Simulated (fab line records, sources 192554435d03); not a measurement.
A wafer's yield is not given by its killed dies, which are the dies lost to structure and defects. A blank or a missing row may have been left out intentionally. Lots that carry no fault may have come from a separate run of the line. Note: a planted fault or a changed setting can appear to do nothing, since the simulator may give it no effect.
fab line records | flow n5-finfet
[record] lots = 7 wafers = 17 last-day = 16
route steps=1938 shown HKMG_FIN@394
lots that met no fault: from a run of the same line without faults
start-h: hours from the record's opening day to when the first of the lot's shown wafers began | wait-h: hours elapsed since this lot's preceding step | " identical to the entry in the row above | L1.1+2: several wafers, shown together as one row | - no value, or no start was given | * or withheld: withheld | < > ~ a bound
route shown NAME@n: NAME is a module with steps in the file, n the number in the route of the first one | usual: mean/standard deviation taken from wafers without a fault | same: alike in all rows | chamber/n: place in a boat | sites: per-site readings | _std_site: standard deviation of those values | _edge_site: mean of outer sites minus mean of inner sites | radius-mm: for every site, how far away it sits from the centre of the wafer | mask NAME#n: copy n | behind: the tool/chamber that last shaped the wafer | hold: why the lot went on hold/how many hours it stayed there/how the hold came to an end | device: names the non-switching transistor (n, p or np) | end of line: the route-end tests of the same wafers | a step without rows: its recipe alone | killed: at the first sort, the dies lost to defects and structure; wafer yield is something else | map: the dies of a wafer, with x for killed, . for not killed, _ for no die there
set.NAME: the run value of the setting; set.NAME@STEP: its run value at that earlier step | model.NAME: the simulator's own value behind a step, which no gauge read
lots seen at some steps along the route; tables by step, rows by wafer
services: the hour from which a tool's chamber was out of use, counted from the record's first day as start-h (under 0 if before that day), plus the number of hours and why
[[steps]]
[step N5_HKMG_FIN_SOFTBAKE_44]
[recipe] temp-c = 110 time-s = 60 resist = CAR-ArF
[step N5_HKMG_FIN_EXPOSE_46]
[recipe] mask-id = NDIPOLE na = 1.35 source-shape = conventional sigma-outer = 0.8 polarization = unpolarized dose-mj = 40
[step N5_HKMG_FIN_PEB_47]
[recipe] peb-temp-c = withheld peb-time-s = 60 resist = CAR-ArF
[step N5_HKMG_FIN_DEVELOP_48]
[recipe] develop-time-s = 30 developer = TMAH resist = CAR-ArF rinse-liquid = diw dry = air-spin dev-temp-c = 23
[step N5_HKMG_FIN_CD_MEAS_49]
[recipe] target-cd-nm = 202 landing-energy-ev = 500 detector = se-inlens polarity = opening
[usual] cd-nm = 202.6/0.79
// columns lot.wafer tool chamber start-h wait-h cd-nm
L370.1 cd-sem-01 0 77.37 - 200.9
L370.2 " 0 " " 202.3
L370.3 " 0 " " 202.6
L374.4 cd-sem-01 0 104.22 - 202.9
L374.5 " 0 " " 203.3
L381.1 cd-sem-03 0 142.42 - 201.4
L381.4 " 0 " " 201.6
L384.4 cd-sem-03 0 160.63 - 203.6
L384.5 " 0 " " 202.4
L384.6 " 0 " " 201.6
L386.3 cd-sem-03 0 171.96 - 202.2
L386.4 " 0 " " 202.8
L387.4 cd-sem-03 0 178.13 - 202.2
L387.5 " 0 " " 202.7
L391.1 cd-sem-03 0 206.14 - 203.5
L391.2 " 0 " " 203.8
L391.3 " 0 " " 203.4
[step N5_HKMG_FIN_OVL_MEAS_50]
[recipe] points-per-wafer = 44
[usual] NDIPOLE_OVL = 0.6/0.72
// columns lot.wafer tool chamber start-h wait-h NDIPOLE_OVL[nm]
L370.1 overlay-01 0 77.40 0.0 0.3
L370.2 " 0 " " 1.2
L370.3 " 0 " " 0.8
L374.4 overlay-02 0 104.24 0.0 -0.2
L374.5 " 0 " " 0.6
L381.1 overlay-02 0 142.45 0.0 -0.6
L381.4 " 0 " " 0.1
L384.4 overlay-02 0 160.66 0.0 -0.7
L384.5 " 0 " " 1.1
L384.6 " 0 " " -0.3
L386.3 overlay-01 0 171.99 0.0 1.8
L386.4 " 0 " " 1.2
L387.4 overlay-02 0 178.15 0.0 0.7
L387.5 " 0 " " 1.0
L391.1 overlay-01 0 206.17 0.0 1.3
L391.2 " 0 " " 0.0
L391.3 " 0 " " 1.2
[step N5_HKMG_FIN_INSPECT_61]
[recipe] mode = adi inspect-instrument = macro
[usual] raw-defect-count = 2.0/1.5
// columns lot.wafer tool chamber start-h wait-h raw-defect-count
L370.1 defect-inspect-01 - 77.43 0.0 2
L370.2 " - " " 1
L370.3 " - " " 3
L374.4 defect-inspect-01 - 104.27 0.0 1
L374.5 " - " " 0
L381.1 defect-inspect-02 - 142.48 0.0 2
L381.4 " - " " 3
L384.4 defect-inspect-01 - 160.68 0.0 1
L384.5 " - " " 1
L384.6 " - " " 3
L386.3 defect-inspect-01 - 172.01 0.0 0
L386.4 " - " " 3
L387.4 defect-inspect-01 - 178.18 0.0 3
L387.5 " - " " 1
L391.1 defect-inspect-02 - 206.19 0.0 3
L391.2 " - " " 4
L391.3 " - " " 2
[step N5_HKMG_FIN_DESCUM_53]
[recipe] chemistry = O2 time-s = 7.9 source-power-w = 50 bias-power-w = 20 pressure-mtorr = 20 rf-frequency-hz = 2.712e+07 temp-c = 40 resist = CAR-ArF o2-flow-sccm = 225
[usual] drypump-motor-current-A = 5.7/0.52 oes-product-au = 0.84/0.09 rf-vpp-V = 242.8/0.9 showerhead-plenum-p-Torr = 2.07/0.041 throttle-valve-pct = 20.45/0.24
[same] time-s = 7.9
// columns lot.wafer tool chamber start-h wait-h drypump-motor-current-A oes-product-au rf-hours-counter-h rf-vpp-V showerhead-plenum-p-Torr throttle-valve-pct
L370.1 rie-diel-05 2 77.46 0.0 6.7 0.74 148 242.9 2.07 20.76
L370.2 " 3 " " 5.0 0.68 241 243.5 2.05 20.59
L370.3 " 1 " " 5.8 0.95 10 243.4 2.08 20.49
L374.4 rie-diel-01 0 104.93 0.7 6.3 0.79 114 243.8 2.12 20.48
L374.5 " 3 " " 6.0 0.83 - 243.1 2.10 20.38
L381.1 rie-diel-05 1 142.51 0.0 5.8 0.87 38 242.7 2.07 20.54
L381.4 " 2 " " 6.7 0.73 170 243.5 2.06 20.81
L384.4 rie-diel-05 2 160.72 0.0 6.7 0.73 177 243.3 2.06 20.82
L384.5 " 3 " " 4.9 0.96 - 243.3 2.04 20.20
L384.6 " 2 " " 6.7 0.73 - 244.3 2.06 20.82
L386.3 rie-diel-05 2 172.04 0.0 6.7 0.72 182 242.3 2.06 20.82
L386.4 " 1 " " 5.8 0.86 49 241.5 2.07 20.55
L387.4 rie-diel-04 1 178.21 0.0 5.5 0.87 52 243.2 2.14 20.48
L387.5 " 2 " " 5.4 0.93 - 243.0 2.07 20.24
L391.1 rie-diel-04 1 206.24 0.0 5.4 0.85 63 242.9 2.14 20.48
L391.2 " 3 " " 6.0 0.92 32 242.8 2.05 20.22
L391.3 " 0 " " 5.9 0.77 134 241.0 2.00 20.27
[step N5_HKMG_FIN_ETCH_54]
[recipe] chemistry = CF4 target = SiARC target-depth-a = 455 mask-material = CAR-ArF time-s = 75.8 ion-energy-ev = 80 pressure-mtorr = 40 source-w = 545 bias-w = 36 Ar_flow_sccm = 100 cf4-flow-sccm = 100 ends = cleared
[usual] drypump-motor-current-A = 5.7/0.52 etch-rf-on-time-s = 76.5/2.4 oes-product-au = 0.71/0.077 rf-vpp-V = 183.7/0.91 showerhead-plenum-p-Torr = 2.13/0.043 throttle-valve-pct = 15.61/0.23
// columns lot.wafer tool chamber start-h wait-h drypump-motor-current-A etch-rf-on-time-s oes-product-au rf-hours-counter-h rf-vpp-V showerhead-plenum-p-Torr throttle-valve-pct
L370.1 rie-diel-05 2 77.50 0.0 6.7 81.1 0.63 148 183.4 2.13 15.95
L370.2 " 3 " " 4.9 82.3 0.57 241 183.3 2.14 15.97
L370.3 " 1 " " 5.8 75.5 0.80 10 183.8 2.10 15.43
L374.4 rie-diel-01 0 104.96 0.0 6.3 75.3 0.69 114 183.5 2.19 15.74
L374.5 " 3 " " 6.0 76.6 0.70 - 184.2 2.19 15.72
L381.1 rie-diel-05 1 142.54 0.0 5.8 77.1 0.74 38 182.7 2.09 15.47
L381.4 " 2 " " 6.7 82.5 0.60 170 184.3 2.12 16.00
L384.4 rie-diel-05 2 160.75 0.0 6.7 83.2 0.59 177 184.5 2.12 16.03
L384.5 " 3 " " 5.0 76.8 0.79 - 183.1 2.13 15.51
L384.6 " 2 " " 6.7 83.2 0.60 - 183.9 2.12 16.01
L386.3 rie-diel-05 2 172.08 0.0 6.7 80.6 0.61 182 183.5 2.12 16.03
L386.4 " 1 " " 5.8 75.5 0.74 49 182.6 2.08 15.49
L387.4 rie-diel-04 1 178.25 0.0 5.4 75.1 0.73 52 183.5 2.18 15.60
L387.5 " 2 " " 5.3 75.9 0.79 - 184.1 2.09 15.27
L391.1 rie-diel-04 1 206.28 0.0 5.4 75.9 0.72 63 185.4 2.17 15.61
L391.2 " 3 " " 6.0 73.4 0.78 32 182.8 2.11 15.37
L391.3 " 0 " " 5.9 77.2 0.66 134 182.1 2.06 15.53
[step N5_HKMG_FIN_ETCH_55]
[recipe] chemistry = N2/H2 target = SOC target-depth-a = 2400 temp-c = 40 time-s = 300 ion-energy-ev = 200 mask-material = SiARC pressure-mtorr = 30 source-w = 840 bias-w = 150 n2-flow-sccm = 200 h2-flow-sccm = 200
[usual] drypump-motor-current-A = 5.7/0.52 oes-product-au = 0.83/0.092 rf-vpp-V = 523.3/1.6 run-length-s = 323.3/0.43 showerhead-plenum-p-Torr = 2.52/0.058 throttle-valve-pct = 17.9/0.33
[same] time-s = 300
// columns lot.wafer tool chamber start-h wait-h drypump-motor-current-A oes-product-au rf-hours-counter-h rf-vpp-V run-length-s showerhead-plenum-p-Torr throttle-valve-pct
L370.1 rie-diel-05 2 77.55 0.0 6.7 0.72 148 524.2 322.6 2.56 18.5
L370.2 " 3 " " 5.0 0.66 241 522.5 322.4 2.50 18.1
L370.3 " 1 " " 5.8 0.95 10 523.2 322.7 2.46 17.5
L374.4 rie-diel-01 0 105.02 0.0 6.3 0.81 114 524.4 323.4 2.59 18.0
L374.5 " 3 " " 6.0 0.84 - 524.6 323.1 2.57 17.8
L381.1 rie-diel-05 1 142.60 0.0 5.8 0.86 38 522.6 322.7 2.45 17.6
L381.4 " 2 " " 6.6 0.69 171 523.9 322.9 2.55 18.6
L384.4 rie-diel-05 2 160.81 0.0 6.7 0.70 177 523.9 322.8 2.55 18.6
L384.5 " 3 " " 5.0 0.94 - 521.7 323.0 2.49 17.7
L384.6 " 2 " " 6.7 0.70 - 524.9 323.2 2.55 18.6
L386.3 rie-diel-05 2 172.13 0.0 6.7 0.69 182 524.7 323.4 2.55 18.6
L386.4 " 1 " " 5.8 0.86 49 523.7 322.9 2.45 17.6
L387.4 rie-diel-04 1 178.30 0.0 5.5 0.85 53 522.5 323.6 2.60 17.8
L387.5 " 2 " " 5.3 0.93 - 520.7 324.3 2.52 17.7
L391.1 rie-diel-04 1 206.34 0.0 5.4 0.83 63 525.4 324.3 2.59 17.8
L391.2 " 3 " " 6.1 0.93 32 522.7 322.9 2.47 17.5
L391.3 " 0 " " 5.9 0.75 134 521.5 323.5 2.47 18.0
[step N5_HKMG_FIN_STRIP_56]
[recipe] chemistry = N2/H2 temp-c = 40 n2-flow-sccm = 200 h2-flow-sccm = 200 rf-frequency-hz = 6e+07
[step N5_HKMG_FIN_STRIP_57]
[recipe] chemistry = CF4 resist = SiARC power-w = 300 bias-power-w = 75 pressure-mtorr = 50 cf4-flow-sccm = 150 rf-frequency-hz = 6e+07
[usual] drypump-motor-current-A = 5.7/0.52 oes-product-au = 0.83/0.077 rf-vpp-V = 270.8/1.1 showerhead-plenum-p-Torr = 1.78/0.033 throttle-valve-pct = 13.54/0.25
// columns lot.wafer tool chamber start-h wait-h drypump-motor-current-A oes-product-au rf-hours-counter-h rf-vpp-V showerhead-plenum-p-Torr throttle-valve-pct
L370.1 rie-diel-05 2 77.74 0.0 6.7 0.75 148 270.6 1.79 13.94
L370.2 " 3 " " 4.9 0.70 242 269.5 1.79 13.95
L370.3 " 1 " " 5.8 0.93 10 269.9 1.75 13.33
L374.4 rie-diel-01 0 105.21 0.0 6.3 0.81 114 271.1 1.83 13.67
L374.5 " 3 " " 6.0 0.83 - 271.7 1.82 13.63
L381.1 rie-diel-05 1 142.79 0.0 5.8 0.87 38 270.2 1.75 13.41
L381.4 " 2 " " 6.7 0.74 171 271.5 1.79 14.00
L384.4 rie-diel-05 2 161.00 0.0 6.7 0.73 177 270.8 1.78 14.02
L384.5 " 3 " " 5.0 0.93 - 270.5 1.78 13.43
L384.6 " 2 " " 6.6 0.74 - 271.0 1.78 14.01
L386.3 rie-diel-05 2 172.32 0.0 6.7 0.73 182 272.4 1.78 14.04
L386.4 " 1 " " 5.8 0.85 49 270.0 1.74 13.45
L387.4 rie-diel-04 1 178.49 0.0 5.4 0.84 53 270.8 1.80 13.49
L387.5 " 2 " " 5.3 0.91 - 271.5 1.74 13.21
L391.1 rie-diel-04 1 206.53 0.0 5.4 0.84 63 272.0 1.80 13.51
L391.2 " 3 " " 6.1 0.90 32 271.0 1.77 13.32
L391.3 " 0 " " 5.9 0.77 134 269.4 1.73 13.55
[step N5_HKMG_FIN_ETCH_58]
[recipe] chemistry = N2/H2 target = SOC target-depth-a = 2158 ion-energy-ev = 50 bias-w = 13 time-s = 741 pressure-mtorr = 30 source-w = 875 n2-flow-sccm = 200 h2-flow-sccm = 200
[usual] drypump-motor-current-A = 5.7/0.52 oes-product-au = 0.84/0.09 rf-vpp-V = 99.0/0.93 run-length-s = 764.3/0.41 showerhead-plenum-p-Torr = 2.52/0.058 throttle-valve-pct = 17.8/0.32
// columns lot.wafer tool chamber start-h wait-h drypump-motor-current-A oes-product-au rf-hours-counter-h rf-vpp-V run-length-s showerhead-plenum-p-Torr throttle-valve-pct model.etch.depth-nm model.HKMG_FIN.feature-depth-nm model.SOC_of_HKMG_FIN_COAT_41.thk-nm
L370.1 rie-diel-05 2 77.76 0.0 6.7 0.71 148 100.1 763.6 2.56 18.5 197.4 197.4 104.2
L370.2 " 3 " " 5.0 0.66 242 98.5 763.8 2.50 18.0 197.6 197.6 102.8
L370.3 " 1 " " 5.8 0.94 10 99.9 764.0 2.46 17.4 218.3 218.4 83
L374.4 rie-diel-01 0 105.23 0.0 6.3 0.81 115 99.9 764.1 2.59 17.9 218.2 218.2 82
L374.5 " 3 " " 6.0 0.84 - 100.4 764.1 2.57 17.8 214.2 214.2 86.2
L381.1 rie-diel-05 1 142.81 0.0 5.8 0.87 38 100.7 764.4 2.45 17.5 214.7 214.6 85.2
L381.4 " 2 " " 6.7 0.70 171 98.5 501.5 2.55 18.5 128.6 128.6 171.8
L384.4 rie-diel-05 2 161.02 0.0 6.7 0.70 177 99.9 502.1 2.55 18.5 129.3 129.4 170.2
L384.5 " 3 " " 5.0 0.94 - 98.4 763.8 2.49 17.6 216.2 216.2 84.6
L384.6 " 2 " " 6.7 0.70 - 99.7 764.2 2.55 18.5 202 202 99.4
L386.3 rie-diel-05 2 172.34 0.0 6.7 0.70 182 100.8 501.3 2.55 18.5 129.9 130 169.2
L386.4 " 1 " " 5.8 0.86 49 98.8 501.9 2.45 17.5 140.7 140.6 159
L387.4 rie-diel-04 1 178.51 0.0 5.4 0.86 53 100.8 765.4 2.60 17.8 217.2 217.2 81
L387.5 " 2 " " 5.4 0.93 - 97.7 764.8 2.52 17.7 217.9 217.8 81.2
L391.1 rie-diel-04 1 206.55 0.0 5.4 0.84 63 100.7 765.1 2.59 17.8 215.2 215.2 85.6
L391.2 " 3 " " 6.1 0.93 32 98.8 763.8 2.47 17.4 222 222 78.2
L391.3 " 0 " " 5.9 0.76 134 99.9 764.7 2.47 18.0 208.9 209 90.2
[step N5_HKMG_FIN_STRIP_93]
[recipe] chemistry = N2/H2 material = SOC time-s = 20 power-w = 500 temp-c = 40 pressure-mtorr = 50 rf-frequency-hz = 6e+07 bias-power-w = 8 h2-frac = 0.5 n2-flow-sccm = 300 h2-flow-sccm = 300
[usual] drypump-motor-current-A = 5.7/0.52 oes-product-au = 0.84/0.088 rf-vpp-V = 54.1/0.86 showerhead-plenum-p-Torr = 3.33/0.074 throttle-valve-pct = 19.2/0.49
[same] time-s = 20
// columns lot.wafer tool chamber start-h wait-h drypump-motor-current-A oes-product-au rf-hours-counter-h rf-vpp-V showerhead-plenum-p-Torr throttle-valve-pct model.SOC_of_HKMG_FIN_COAT_41.thk-nm
L370.1 rie-diel-05 3 78.19 0.2 5.0 0.67 242 54.1 3.30 19.3 94.6
L370.2 " 0 " " 5.1 0.93 22 54.3 3.29 18.9 92.4
L370.3 " 1 " " 5.8 0.94 10 54.6 3.26 18.6 72.8
L374.4 rie-diel-01 0 105.66 0.2 6.3 0.80 115 54.3 3.42 19.2 71.8
L374.5 " 3 " " 6.0 0.83 - 54.8 3.39 19.0 76.2
L381.1 rie-diel-05 1 143.24 0.2 5.8 0.87 38 54.6 3.24 18.7 75.2
L381.4 " 2 " " 6.7 0.71 171 54.8 3.37 20.2 162.4
L384.4 rie-diel-05 2 161.44 0.2 6.7 0.70 178 55.6 3.37 20.2 160.8
L384.5 " 3 " " 5.0 0.94 - 53.8 3.29 19.0 74.4
L384.6 " 2 " " 6.7 0.70 - 54.7 3.37 20.3 89.8
L386.3 rie-diel-05 2 172.77 0.2 6.7 0.70 183 53.2 3.37 20.3 159.6
L386.4 " 1 " " 5.8 0.86 50 54.8 3.24 18.7 148.8
L387.4 rie-diel-04 1 178.94 0.2 5.4 0.87 53 55.1 3.43 18.9 70.4
L387.5 " 2 " " 5.4 0.92 - 54.4 3.33 19.1 71.2
L391.1 rie-diel-04 1 206.97 0.2 5.4 0.86 63 54.7 3.42 18.9 75
L391.2 " 3 " " 6.0 0.92 33 54.1 3.27 18.5 68
L391.3 " 0 " " 6.0 0.77 135 52.7 3.26 19.5 80
[step N5_HKMG_FIN_WET_ETCH_76]
[recipe] chemistry = dNH4OH mix = 1:50 temp-c = 25 target = Al2O3 stop-on = La2O3 target-depth-nm = 2.25 dry = ipa-marangoni rinse-time-s = 30 rinse-temp-c = 23
[[services]]
// columns tool chamber start-h hours kind
rie-diel-05 0 64.07 2.2 repair
rie-diel-04 0 87.45 6.6 repair
rie-diel-04 3 94.41 - clean
rie-diel-04 3 94.41 - consumable-replace:focus-ring
rie-diel-05 3 96.43 - clean
rie-diel-05 3 96.43 - consumable-replace:focus-ring
rie-diel-05 3 96.43 19.5 scheduled-down
rie-diel-05 3 96.43 19.5 vent-cycle
rie-diel-04 2 108.99 - clean
rie-diel-04 2 108.99 - consumable-replace:focus-ring
rie-diel-04 2 108.99 10.1 scheduled-down
rie-diel-04 2 108.99 10.1 vent-cycle
rie-diel-04 - 148.85 0.1 repair
rie-diel-04 2 172.28 4.3 repair
rie-diel-05 0 185.05 3.2 repair
rie-diel-04 - 190.71 1.6 repair
[[key]]
[first-sign] step = N5_HKMG_FIN_ETCH_58 reading = run-length-s direction = down sigmas = 99+ usual = * struck = *
effect none on later readings
[model-effect] step = N5_HKMG_FIN_ETCH_58 value = etch.depth-nm without = 204.5 struck = 132.1
[model-effect] step = N5_HKMG_FIN_STRIP_93 value = SOC_of_HKMG_FIN_COAT_41.thk-nm without = 85.45 struck = 157.9
met-at N5_HKMG_FIN_ETCH_58
struck-wafers L381.4,L384.4,L386.3,L386.4
tester-left-out L381,L384,L386
[baseline-loss] step = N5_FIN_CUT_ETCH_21 wafers = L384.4
[baseline-loss] step = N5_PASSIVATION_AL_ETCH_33 wafers = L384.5
[baseline-loss] step = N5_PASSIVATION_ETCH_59 wafers = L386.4
onset-between 77.76 142.81
[fault] kind = process-parameter-drift tool = rie-diel-05 chamber = - onset-h = 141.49 steps = N5_HKMG_FIN_ETCH_58 channel = time-s offset = * shape = step end-h = 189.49 scope = struck-wafers-only acts-in = * stated = *
// tester-left-out: of these lots the tester's yield and bins aren't shown, on N5 and GAA mostly nor the transistor test; their killed dies are dies lost to structure and defects alone, not to doping, threshold or leakage, so they don't give the yield
// baseline-loss: these wafers lose ten dies or more at that step, a loss of the line's own and not of a fault; the sort's usual values leave them out
